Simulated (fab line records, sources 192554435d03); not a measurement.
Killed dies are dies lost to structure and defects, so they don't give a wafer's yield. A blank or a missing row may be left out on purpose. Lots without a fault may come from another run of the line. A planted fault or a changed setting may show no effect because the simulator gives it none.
Chamber matching | flow n5_finfet | N5_MOL_CONTACT_COAG_CMP_28 on cmp-03: 4 sister chambers
The step polishes, stops on SiNx, t overpolish 0.85 s, target thk 14.522 nm. 16 wafers are shown with their chamber, then 8 later ones without.

WAFERS WITH THEIR CHAMBER
wafer  | chamber | motor_current_A (A) | time_to_endpoint_s (s)
L075.1 | 3       | 12.8                | 10.6
L075.3 | 0       | 12.5                | 10.6
L075.6 | 3       | 12.9                | 10.2
L078.2 | 1       | 10.1                | 6.7
L078.4 | 3       | 13.2                | 6.6
L078.6 | 0       | 11.3                | 7.3
L087.2 | 3       | 12.2                | 4.6
L087.3 | 1       | 11.9                | 6.6
L087.5 | 2       | 10.4                | 5.3
L092.1 | 0       | 11.9                | 8.5
L092.4 | 2       | 10.5                | 7.3
L092.6 | 1       | 11.4                | 7.2
L094.2 | 1       | 12.0                | 7.7
L094.3 | 0       | 12.0                | 8.0
L094.4 | 2       | 10.5                | 7.2
L095.2 | 2       | 10.6                | 8.4

SIGNATURES (means of the wafers above)
reading            | chamber 0 | chamber 1 | chamber 2 | chamber 3 | scatter within a chamber
motor_current_A    | 11.925    | 11.350    | 10.500    | 12.775    | 0.545
time_to_endpoint_s | 8.600     | 7.050     | 7.050     | 8.000     | 1.75
Rule: a wafer's distance from a chamber is the root of the sum, over the readings, of the square of ((its reading less the chamber's mean) divided by the reading's scatter). The wafer belongs to the nearest chamber; if the next one is less than 2 further off, it can't be placed. The scatter: the root of (the sum of the squares of (reading less its chamber's mean) over the shown wafers, divided by (wafers less chambers)).

WAFERS WITHOUT THEIR CHAMBER
wafer  | motor_current_A (A) | time_to_endpoint_s (s)
L095.3 | 12.5                | 8.6
L095.5 | 10.5                | 5.1
L096.2 | 11.6                | 2.9
L096.3 | 11.9                | 9.5
L096.4 | 12.4                | 5.8
L097.1 | 10.5                | 8.7
L097.2 | 11.3                | 6.0
L097.4 | 11.8                | 7.3

WHICH CHAMBER EACH WENT THROUGH
wafer  | from the rows above               | in truth
L095.3 | can't be placed: 3 or 0 or 1      | 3
L095.5 | can't be placed: 2 or 1           | 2
L096.2 | can't be placed: 1 or 2 or 0 or 3 | 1
L096.3 | can't be placed: 0 or 1 or 3      | 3
L096.4 | can't be placed: 3 or 0 or 1      | 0
L097.1 | can't be placed: 2 or 1 or 0      | 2
L097.2 | can't be placed: 1 or 2 or 0      | 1
L097.4 | can't be placed: 0 or 1 or 3 or 2 | 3
Placed correctly: 0 of 8. Can't be placed from these rows: 8 (the true chamber is among the candidates in 8). Placed wrongly: 0.
